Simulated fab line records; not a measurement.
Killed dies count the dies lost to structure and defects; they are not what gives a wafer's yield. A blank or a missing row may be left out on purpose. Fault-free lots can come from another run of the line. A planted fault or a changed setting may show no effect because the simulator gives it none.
Which of the tools did it?	flow n5Finfet	Sampling: 23 lots, 69 wafers, 6 of 1938 route steps

WHAT THE GAUGES READ, wafer by wafer
No reading from a measuring or inspecting step in the record can be judged against a usual standard deviation.

TOOL THAT RAN EACH LOT (tool first, then ch and the chambers of the sampled wafers, then the start)
lot	N5_HKMG_FIN_ALD_91	N5_HKMG_FIN_CMP_23	N5_GATE_CUT_ETCH_58	N5_GATE_CUT_PECVD_57	N5_GATE_CUT_DESCUM_18	N5_GATE_CUT_VAPOR_ETCH_49
L074	aldMetal-04 ch 0,3, day 4 01:46	cmp-03 ch 0,1,2, day 4 04:28	rieDiel-06 ch 0,1,2, day 4 05:35	pecvd-02 ch 0,2, day 4 08:14	rieDiel-06 ch 1,3, day 4 09:06	rieMetal-02 ch 0,1, day 4 09:43
L075	aldMetal-01 ch 0,2,3, day 4 13:45	cmp-03 ch 0,3, day 4 16:46	rieDiel-03 ch 0,1, day 4 17:55	pecvd-03 ch 0,1,2, day 4 20:26	rieDiel-06 ch 2,3, day 4 22:20	rieMetal-01 ch 0,1, day 4 22:56
L076	aldMetal-01 ch 0,1,3, day 4 15:32	cmp-02 ch 1,2,3, day 4 18:21	rieDiel-03 ch 0,1,2, day 4 19:29	pecvd-02 ch 1,2, day 4 23:05	rieDiel-06 ch 0,2,3, day 5 01:00	rieMetal-03 ch 0,1, day 5 01:37
L077	aldMetal-04 ch 0,1,2, day 4 22:54	cmp-03 ch 0,1,2, day 5 02:29	rieDiel-06 ch 0,2, day 5 03:22	pecvd-02 ch 1,2, day 5 05:54	rieDiel-03 ch 2,3, day 5 07:10	rieMetal-02 ch 0,1, day 5 07:46
L079	aldMetal-03 ch 1,3, day 5 13:45	cmp-03 ch 0,3, day 5 16:52	rieDiel-03 ch 1,2,3, day 5 17:50	pecvd-02 ch 0,1, day 5 20:40	rieDiel-06 ch 0,1,3, day 5 21:42	rieMetal-01 ch 0,1, day 5 22:18
L080	aldMetal-03 ch 0,2,3, day 5 23:30	cmp-02 ch 0,2, day 6 02:25	rieDiel-03 ch 0,2,3, day 6 03:23	pecvd-03 ch 0,1,2, day 6 05:54	rieDiel-03 ch 0,2, day 6 07:17	rieMetal-02 ch 0,1, day 6 07:53
L081	aldMetal-03 ch 1,2,3, day 6 05:53	cmp-03 ch 0,2,3, day 6 08:39	rieDiel-03 ch 0,1,2, day 6 09:43	pecvd-01 ch 0,1, day 6 12:14	rieDiel-03 ch 1,2,3, day 6 13:05	rieMetal-02 ch 0,1, day 6 13:43
L082	aldMetal-04 ch 1,2,3, day 6 08:19	cmp-03 ch 0,1, day 6 11:13	rieDiel-03 ch 0,2, day 6 12:10	pecvd-03 ch 1,2, day 6 15:01	rieDiel-06 ch 1,2, day 6 15:52	rieMetal-03 ch 0,1, day 6 16:28
L083	aldMetal-04 ch 0,2,3, day 6 10:19	cmp-01 ch 0,2,3, day 6 13:20	rieDiel-02 ch 0,2, day 6 14:13	pecvd-03 ch 0,1,2, day 6 17:43	rieDiel-02 ch 0,1, day 6 18:35	rieMetal-01 ch 1, day 6 19:35
L084	aldMetal-01 ch 2,3, day 6 18:31	cmp-01 ch 0,1,3, day 6 21:29	rieDiel-06 ch 1,3, day 6 22:42	pecvd-03 ch 0,1, day 7 01:14	rieDiel-02 ch 0,2, day 7 02:07	rieMetal-01 ch 0,1, day 7 02:44
L085	aldMetal-01 ch 0,1,3, day 6 23:37	cmp-01 ch 1,2,3, day 7 02:26	rieDiel-02 ch 0,1, day 7 03:23	pecvd-02 ch 0,1,2, day 7 05:55	rieDiel-06 ch 1,3, day 7 06:56	rieMetal-01 ch 0,1, day 7 07:32
L086	aldMetal-04 ch 0,1, day 7 05:46	cmp-02 ch 0,3, day 7 08:28	rieDiel-02 ch 1,2,3, day 7 09:29	pecvd-01 ch 0,1,2, day 7 12:02	rieDiel-03 ch 0,1,3, day 7 13:05	rieMetal-02 ch 0,1, day 7 13:42
L087	aldMetal-04 ch 0,2, day 7 13:19	cmp-03 ch 1,2,3, day 7 16:17	rieDiel-02 ch 2,3, day 7 17:11	pecvd-01 ch 0,2, day 7 19:46	rieDiel-06 ch 0,2,3, day 7 20:45	rieMetal-01 ch 0,1, day 7 21:22
L088	aldMetal-01 ch 0,2,3, day 7 18:34	cmp-03 ch 0,2, day 7 21:23	rieDiel-03 ch 0,1, day 7 22:21	pecvd-03 ch 0,2, day 8 01:20	rieDiel-03 ch 1,3, day 8 02:19	rieMetal-01 ch 1, day 8 02:55
L089	aldMetal-01 ch 0,2,3, day 8 02:19	cmp-03 ch 1,2,3, day 8 05:32	rieDiel-06 ch 0,1,3, day 8 06:34	pecvd-01 ch 0,2, day 8 09:05	rieDiel-03 ch 1,2,3, day 8 10:02	rieMetal-03 ch 0,1, day 8 10:39
L090	aldMetal-04 ch 0,3, day 8 05:42	cmp-01 ch 1,3, day 8 08:49	rieDiel-02 ch 1,3, day 8 09:46	pecvd-02 ch 1,2, day 8 12:18	rieDiel-03 ch 0,1, day 8 13:53	rieMetal-03 ch 0,1, day 8 14:30
L091	aldMetal-03 ch 0,3, day 8 11:40	cmp-03 ch 0,2, day 8 14:38	rieDiel-02 ch 0,2,3, day 8 15:39	pecvd-01 ch 1,2, day 8 21:16	rieDiel-02 ch 1,2,3, day 8 22:08	rieMetal-03 ch 0,1, day 8 22:44
L092	aldMetal-01 ch 0,1,2, day 8 16:07	cmp-01 ch 0,1, day 8 18:53	rieDiel-03 ch 0,2, day 8 19:58	pecvd-02 ch 0,1,2, day 9 01:45	rieDiel-03 ch 1,2, day 9 02:46	rieMetal-02 ch 0,1, day 9 03:23
L093	aldMetal-03 ch 1,3, day 9 01:48	cmp-02 ch 0,1,2, day 9 04:44	rieDiel-02 ch 2,3, day 9 05:36	pecvd-03 ch 0,2, day 9 08:07	rieDiel-06 ch 2,3, day 9 09:06	rieMetal-01 ch 0,1, day 9 09:42
L094	aldMetal-03 ch 0,1,2, day 9 05:21	cmp-01 ch 1,2, day 9 08:20	rieDiel-03 ch 0,2,3, day 9 09:25	pecvd-03 ch 1,2, day 9 11:55	rieDiel-03 ch 1,2, day 9 13:01	rieMetal-03 ch 0,1, day 9 13:38
L095	aldMetal-04 ch 0,1,2, day 9 11:37	cmp-01 ch 1,3, day 9 14:39	rieDiel-03 ch 0,2,3, day 9 15:36	pecvd-03 ch 0,1,2, day 9 18:07	rieDiel-02 ch 1,2,3, day 9 19:02	rieMetal-02 ch 0, day 9 19:38
L096	aldMetal-01 ch 1,2, day 9 20:35	cmp-01 ch 1,2,3, day 9 23:28	rieDiel-06 ch 0,1,3, day 10 00:21	pecvd-01 ch 0,1, day 10 02:52	rieDiel-06 ch 1,2, day 10 03:43	rieMetal-01 ch 0,1, day 10 04:20
L097	aldMetal-03 ch 0,1, day 10 03:35	cmp-03 ch 2,3, day 10 06:23	rieDiel-02 ch 1,2,3, day 10 07:29	pecvd-03 ch 1,2, day 10 10:07	rieDiel-02 ch 1,3, day 10 11:06	rieMetal-03 ch 1, day 10 11:43
- N5_HKMG_FIN_ALD_91: deposits TiN, target thk 1 nm, pulse time 1 s, purge time 3 s.
- N5_HKMG_FIN_CMP_23: polishes, stops on SiNx, t overpolish 10 s, target thk 46.326 nm.
- N5_GATE_CUT_ETCH_58: etches SiNx in CH3F/O2, target depth 17 nm, time 128.6 s.
- N5_GATE_CUT_PECVD_57: deposits SiNx from SiH4/NH3/N2, target thk 21 nm.
- N5_GATE_CUT_DESCUM_18: chemistry O2, time 7 s.
- N5_GATE_CUT_VAPOR_ETCH_49: etches TiAlC in BCl3/Cl2.

AS READ BY THE TOOLS THEMSELVES (means over the sampled wafers that have a number; for cases with no such wafer, the mark the record gives instead)
N5_HKMG_FIN_ALD_91.
lot	tool	heaterPowerW (W)	precursorPulseHeightRel
L074	aldMetal-04	972	0.993
L075	aldMetal-01	838	0.993
L076	aldMetal-01	821	1.012
L077	aldMetal-04	857	0.995
L079	aldMetal-03	935	0.989
L080	aldMetal-03	878	0.989
L081	aldMetal-03	884	1.003
L082	aldMetal-04	863	0.996
L083	aldMetal-04	917	1.006
L084	aldMetal-01	887	1.010
L085	aldMetal-01	839	0.984
L086	aldMetal-04	909	1.009
L087	aldMetal-04	867	1.027
L088	aldMetal-01	845	0.997
L089	aldMetal-01	848	0.991
L090	aldMetal-04	951	1.003
L091	aldMetal-03	927	0.986
L092	aldMetal-01	840	0.996
L093	aldMetal-03	886	1.014
L094	aldMetal-03	852	0.998
L095	aldMetal-04	854	1.009
L096	aldMetal-01	890	1.005
L097	aldMetal-03	830	1.014

N5_HKMG_FIN_CMP_23.
lot	tool	motorCurrentA (A)	overpolishRunS (s)	slurryFlowMlMin	timeToEndpointS (s)
L074	cmp-03	12.0	9.998	149.5	10.9
L075	cmp-03	12.5	9.993	150.0	12.1
L076	cmp-02	12.2	9.998	150.0	12.5
L077	cmp-03	12.3	9.996	149.9	10.0
L079	cmp-03	12.7	10.006	149.7	9.7
L080	cmp-02	11.5	10.000	150.5	13.7
L081	cmp-03	12.6	10.004	149.6	11.5
L082	cmp-03	11.8	9.991	149.9	10.1
L083	cmp-01	12.4	9.999	150.5	13.4
L084	cmp-01	13.3	9.990	150.2	12.5
L085	cmp-01	13.5	10.000	149.5	11.6
L086	cmp-02	12.6	10.003	149.9	11.8
L087	cmp-03	12.5	10.005	150.0	10.7
L088	cmp-03	12.5	10.006	149.4	10.6
L089	cmp-03	12.2	10.002	150.3	9.7
L090	cmp-01	14.2	9.995	150.0	12.9
L091	cmp-03	12.3	9.993	150.0	13.1
L092	cmp-01	13.9	9.990	150.0	13.8
L093	cmp-02	12.2	9.991	149.9	13.6
L094	cmp-01	14.9	10.001	149.6	11.5
L095	cmp-01	14.3	9.996	149.8	12.3
L096	cmp-01	13.6	10.001	150.1	12.9
L097	cmp-03	13.0	9.991	150.0	13.1

N5_GATE_CUT_ETCH_58.
lot	tool	drypumpMotorCurrentA (A)	oesProductAu (a.u.)	rfFwdPowerW (W)	rfVppV (V)	showerheadPlenumPTorr (Torr)	throttleValvePct (%)
L074	rieDiel-06	5.8	0.78	412.5	98.8	2.03	16.34
L075	rieDiel-03	6.2	0.73	412.8	100.1	2.05	16.51
L076	rieDiel-03	6.0	0.74	412.9	99.5	2.00	16.45
L077	rieDiel-06	5.7	0.77	413.6	98.5	2.00	16.38
L079	rieDiel-03	5.5	0.74	413.0	98.7	2.00	16.51
L080	rieDiel-03	5.7	0.81	413.8	98.6	1.96	16.40
L081	rieDiel-03	6.0	0.83	413.7	98.5	2.00	16.33
L082	rieDiel-03	6.2	0.89	413.1	99.3	1.95	16.20
L083	rieDiel-02	6.1	0.80	414.5	98.9	1.99	16.44
L084	rieDiel-06	6.0	0.88	413.8	99.3	2.09	15.99
L085	rieDiel-02	6.1	0.82	413.1	99.3	2.11	15.99
L086	rieDiel-02	6.0	0.84	414.4	100.0	2.05	16.28
L087	rieDiel-02	6.0	0.83	413.3	99.5	1.99	16.49
L088	rieDiel-03	6.4	0.86	412.5	99.9	2.00	16.28
L089	rieDiel-06	6.0	0.80	412.1	101.1	2.04	16.17
L090	rieDiel-02	5.8	0.90	412.9	100.0	2.12	16.09
L091	rieDiel-02	5.9	0.84	412.3	99.4	2.05	16.27
L092	rieDiel-03	6.2	0.84	413.6	98.7	1.95	16.26
L093	rieDiel-02	5.8	0.88	413.8	99.8	2.06	16.33
L094	rieDiel-03	5.8	0.87	412.3	99.0	1.95	16.28
L095	rieDiel-03	5.7	0.86	412.6	98.8	1.95	16.28
L096	rieDiel-06	6.0	0.80	413.8	100.0	2.04	16.20
L097	rieDiel-02	6.0	0.80	413.4	99.3	2.04	16.31

N5_GATE_CUT_PECVD_57.
lot	tool	heaterPowerW (W)	rfFwdPowerW (W)	showerheadPlenumPTorr (Torr)	showerheadVppV (V)	throttleValvePct (%)
L074	pecvd-02	797	298.5	5.20	1060	39.3
L075	pecvd-03	742	297.1	5.14	1057	39.1
L076	pecvd-02	698	298.3	5.15	1072	40.1
L077	pecvd-02	806	298.1	5.17	1063	38.8
L079	pecvd-02	656	297.6	5.15	1080	42.4
L080	pecvd-03	702	297.3	5.14	1058	39.2
L081	pecvd-01	790	296.1	5.20	1021	39.5
L082	pecvd-03	749	297.0	5.12	1074	38.6
L083	pecvd-03	720	297.1	5.14	1058	39.0
L084	pecvd-03	732	298.0	5.15	1049	39.7
L085	pecvd-02	737	298.0	5.18	1070	41.1
L086	pecvd-01	813	295.7	5.10	1065	38.3
L087	pecvd-01	848	297.0	5.06	1097	37.6
L088	pecvd-03	745	297.6	5.14	1068	38.7
L089	pecvd-01	855	297.5	5.14	1055	38.8
L090	pecvd-02	708	297.7	5.15	1083	40.2
L091	pecvd-01	774	296.6	5.01	1127	37.3
L092	pecvd-02	805	298.1	5.17	1064	41.4
L093	pecvd-03	706	296.9	5.14	1056	38.7
L094	pecvd-03	649	296.1	5.14	1054	39.5
L095	pecvd-03	722	296.7	5.14	1055	39.3
L096	pecvd-01	753	294.6	5.16	1032	38.8
L097	pecvd-03	678	297.1	5.13	1084	38.9

N5_GATE_CUT_DESCUM_18.
lot	tool	drypumpMotorCurrentA (A)	oesProductAu (a.u.)	rfFwdPowerW (W)	rfVppV (V)	showerheadPlenumPTorr (Torr)	throttleValvePct (%)
L074	rieDiel-06	6.0	0.74	49.52	243.4	2.17	20.30
L075	rieDiel-06	5.4	0.92	48.95	244.8	2.17	20.29
L076	rieDiel-06	5.7	0.84	49.35	244.5	2.15	20.34
L077	rieDiel-03	5.3	0.72	49.29	242.9	2.05	20.63
L079	rieDiel-06	5.9	0.84	49.45	244.7	2.14	20.26
L080	rieDiel-03	5.7	0.83	49.12	242.2	2.03	20.42
L081	rieDiel-03	5.5	0.74	49.25	243.3	2.09	20.63
L082	rieDiel-06	5.8	0.94	49.39	244.4	2.14	20.17
L083	rieDiel-02	6.2	0.81	49.44	245.2	2.20	20.08
L084	rieDiel-02	6.1	0.81	49.60	244.5	2.14	20.31
L085	rieDiel-06	5.9	0.87	49.38	244.7	2.19	20.13
L086	rieDiel-03	6.0	0.77	49.25	243.1	2.10	20.56
L087	rieDiel-06	5.7	0.81	49.20	243.7	2.14	20.38
L088	rieDiel-03	5.7	0.72	49.26	243.5	2.14	20.69
L089	rieDiel-03	5.6	0.73	49.21	243.8	2.08	20.64
L090	rieDiel-03	6.2	0.79	49.07	244.1	2.14	20.55
L091	rieDiel-02	6.0	0.82	49.37	243.8	2.14	20.38
L092	rieDiel-03	5.7	0.74	49.40	243.9	2.12	20.61
L093	rieDiel-06	5.6	0.84	49.05	244.6	2.18	20.24
L094	rieDiel-03	5.5	0.74	49.09	242.7	2.07	20.57
L095	rieDiel-02	6.0	0.80	49.32	244.5	2.14	20.39
L096	rieDiel-06	5.6	0.88	49.14	243.4	2.13	20.30
L097	rieDiel-02	6.0	0.79	49.38	244.2	2.19	20.19

N5_GATE_CUT_VAPOR_ETCH_49.
lot	tool	drypumpMotorCurrentA (A)	oesProductAu (a.u.)
L074	rieMetal-02	5.4	0.82
L075	rieMetal-01	5.8	0.82
L076	rieMetal-03	5.4	0.86
L077	rieMetal-02	5.3	0.84
L079	rieMetal-01	5.8	0.81
L080	rieMetal-02	5.4	0.80
L081	rieMetal-02	5.4	0.80
L082	rieMetal-03	5.1	0.76
L083	rieMetal-01	6.1	0.83
L084	rieMetal-01	5.8	0.79
L085	rieMetal-01	5.8	0.79
L086	rieMetal-02	5.3	0.83
L087	rieMetal-01	5.5	0.76
L088	rieMetal-01	6.1	0.82
L089	rieMetal-03	5.3	0.82
L090	rieMetal-03	5.1	0.74
L091	rieMetal-03	5.4	0.81
L092	rieMetal-02	5.4	0.81
L093	rieMetal-01	5.8	0.78
L094	rieMetal-03	5.1	0.73
L095	rieMetal-02	5.5	0.75
L096	rieMetal-01	5.5	0.75
L097	rieMetal-03	5.6	0.87

THE ANSWER, worked out from the rows above alone
Rule: what is usual is taken from the lots themselves. The widest of any qualifying gaps counts: lots, ordered by their means at a reading, are off when they make up no more than a third of the lots, leave a main group of 4 or more, and stand apart from it by 3 or more times the standard deviation of that group's means. A main group is skipped when, at the precision printed for the reading in the tables above, its means are all equal. A lot without any number at a reading at which 4 lots or more have one is off too. All remaining lots with rows at the step are treated as sound. The gauges are gone through in route order, then the tools' own readings, and for those a lot's mean is taken as printed above. At the first step where some lot is off, the reading lying furthest off is the one used; lots without a number count as furthest.
Across all readings shown, no lot is off: no conclusion can be drawn from this.

WHAT THE SIMULATOR PUT IN
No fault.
